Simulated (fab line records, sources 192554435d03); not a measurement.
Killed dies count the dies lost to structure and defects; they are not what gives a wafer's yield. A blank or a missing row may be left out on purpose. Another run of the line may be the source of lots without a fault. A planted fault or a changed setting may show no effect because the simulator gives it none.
Matching of chambers || flow n5Finfet || N5_FIN_SAQP_ETCH_52 on rieDiel-01: 3 sister chambers
The step etches SOC in N2/H2, target depth 100 nm, overetch 20 nm, time 150 s. 3 wafers are shown with their chamber, then 7 later ones without.

WAFERS, EACH WITH ITS CHAMBER
{"wafer": "L085.1", "chamber": 1, "showerheadPlenumPTorr (Torr)": 2.42}
{"wafer": "L085.2", "chamber": 0, "showerheadPlenumPTorr (Torr)": 2.66}
{"wafer": "L087.1", "chamber": 3, "showerheadPlenumPTorr (Torr)": 2.52}

WAFERS WITHOUT THEIR CHAMBER
{"wafer": "L087.3", "showerheadPlenumPTorr (Torr)": 2.41}
{"wafer": "L087.5", "showerheadPlenumPTorr (Torr)": 2.41}
{"wafer": "L088.2", "showerheadPlenumPTorr (Torr)": 2.41}
{"wafer": "L088.3", "showerheadPlenumPTorr (Torr)": 2.52}
{"wafer": "L088.6", "showerheadPlenumPTorr (Torr)": 2.41}
{"wafer": "L096.4", "showerheadPlenumPTorr (Torr)": 2.65}
{"wafer": "L096.5", "showerheadPlenumPTorr (Torr)": 2.51}

CHAMBER TAKEN BY EACH
{"wafer": "L087.3", "from the rows above": 1, "in truth": 1}
{"wafer": "L087.5", "from the rows above": 1, "in truth": 1}
{"wafer": "L088.2", "from the rows above": 1, "in truth": 1}
{"wafer": "L088.3", "from the rows above": 3, "in truth": 3}
{"wafer": "L088.6", "from the rows above": 1, "in truth": 1}
{"wafer": "L096.4", "from the rows above": 0, "in truth": 0}
{"wafer": "L096.5", "from the rows above": 3, "in truth": 3}
Correct placement for 7 of the 7. Can't be placed from these rows: 0. Wrongly placed: 0.
How it was worked out, from the rows above alone: a wafer's distance from a chamber is the root of the sum, over the readings, of the square of ((its reading less the chamber's mean) divided by the reading's scatter). The wafer belongs to the nearest chamber; if the next one is less than 2 further off, it can't be placed. The mean given for a chamber averages the wafers shown for that chamber. The scatter: root of mean squared gap, hidden wafer to nearest shown wafer, with one shown wafer a chamber.
